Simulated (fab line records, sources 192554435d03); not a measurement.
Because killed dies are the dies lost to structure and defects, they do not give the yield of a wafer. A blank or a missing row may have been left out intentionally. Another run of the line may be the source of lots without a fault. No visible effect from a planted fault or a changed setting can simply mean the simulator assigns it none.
Code-filled problem report in 8D (eight disciplines) form :: flow n5_finfet :: the parts of the form that need people (team, actions taken, sign-off) are left out

== 1. PROBLEM STATEMENT ==
Mean of killed_at_M4_up at N5_PASSIVATION_PROBE_49: 114 across 3 wafers in 3 lots; on wafers with no fault it is 14 (standard deviation 5.6). That is +18 standard deviations from the usual mean.
Seen first at day 18 10:55 on prober-02, wafer L407.6. At this step, 35 wafers from 12 lots have a number in the record. The rule behind "out" and "out of limits": a value lying over 4 standard deviations away from the usual mean. The rest of the wafers with a number are treated as sound.

== 2. WHAT IT IS; WHAT IT IS NOT ==
question: which readings at this step
is: killed_at_M4_up, defect_limited_yield, killed_dies, sort_bin_5_function, sort_n_pass, sort_yield_pct
is not: killed_at_M0_to_M3, killed_at_contacts, killed_at_front_end, killed_at_other, killed_open, killed_short, sort_bin_6_memory, sort_bin_8_speed

question: which lots
is: L407, L412, L413
is not: L394, L395, L396, L398, L399, L402, L406, L408, L415

question: which wafers of those lots
is: L407.6, L412.1, L413.5
is not: L407.3, L407.5, L412.3, L412.5, L413.3, L413.6

question: read on which tools
is: prober-01, prober-02
is not: -

question: when
is: from day 18 10:55
is not: up to then (25 sound wafers); but 7 sound wafers of L412, L413, L415 came after

== 3. WHAT RULES OUT EACH SUSPECT ==
Counting: a tool at a process step up to the reading stays a suspect if it ran every lot that is out. Sound lots after the first of them don't rule it out here, since some wafers of a struck lot are sound.
- cvd_co-01 at N5_BEOL_M4_CVD_47 (deposits Co from CCTBA/H2, target thk 3 nm, time 223.8 s): kept. It ran every lot that is out, first L407 (day 13 11:04); its last sound lot up to then is L408 (day 13 08:25).
- At N5_BEOL_M4_CVD_47, inside cvd_co-01: chamber 2 took the wafers that are out, while their sound lot-mates went through chambers 0, 1.
Left after counting: cvd_co-01 at N5_BEOL_M4_CVD_47.

== 4. THE CAUSE (what the simulator had put in) ==
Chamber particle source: cvd_co-01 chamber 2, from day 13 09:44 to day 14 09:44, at N5_BEOL_M4_CVD_47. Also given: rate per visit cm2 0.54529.
After counting, this tool was the only one left.

== 5. THE EFFECT CHAIN, in route order ==
Each row: a reading whose mean over the struck wafers that have a number lies more than 3 standard deviations from the usual. Readings are gone through only where the record gives a usual standard deviation; hours: the median, over the lots, of the time from a lot's start at the first step in this table giving one to that lot's start at this step; sigmas: the change measured in usual standard deviations.
hours: 0
step: N5_PASSIVATION_PROBE_49
reading: defect_limited_yield
usual: 91.2 %
on struck wafers: 83.3
change: -7.9
sigmas: -5.6

hours: 0
step: N5_PASSIVATION_PROBE_49
reading: killed_at_M4_up
usual: 14
on struck wafers: 114
change: +100
sigmas: +18

hours: 0
step: N5_PASSIVATION_PROBE_49
reading: killed_dies
usual: 103
on struck wafers: 197
change: +94
sigmas: +5.5

hours: 0
step: N5_PASSIVATION_PROBE_49
reading: sort_bin_5_function
usual: 5.1 %
on struck wafers: 10.7
change: +5.6
sigmas: +6.1

hours: 0
step: N5_PASSIVATION_PROBE_49
reading: sort_n_pass
usual: 1077
on struck wafers: 983
change: -94
sigmas: -5.5

hours: 0
step: N5_PASSIVATION_PROBE_49
reading: sort_yield_pct
usual: 91.2 %
on struck wafers: 83.3
change: -7.9
sigmas: -5.6
Here are the process steps it includes:
- N5_PASSIVATION_PROBE_49

== 6. WHAT WOULD HAVE CAUGHT IT SOONER ==
In this record the first reading out of limits was taken at day 18 10:55, 121 hours after the fault began at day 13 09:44.
Tool readings at N5_BEOL_M4_CVD_47 with a usual standard deviation given in the record: none out on any struck wafer, hence no alarm at a limit of 4 standard deviations on them.
By day 18 10:55, every lot that is out (3) had started N5_BEOL_M4_CVD_47 on cvd_co-01. Holding the tool at that point would not have protected any of them.
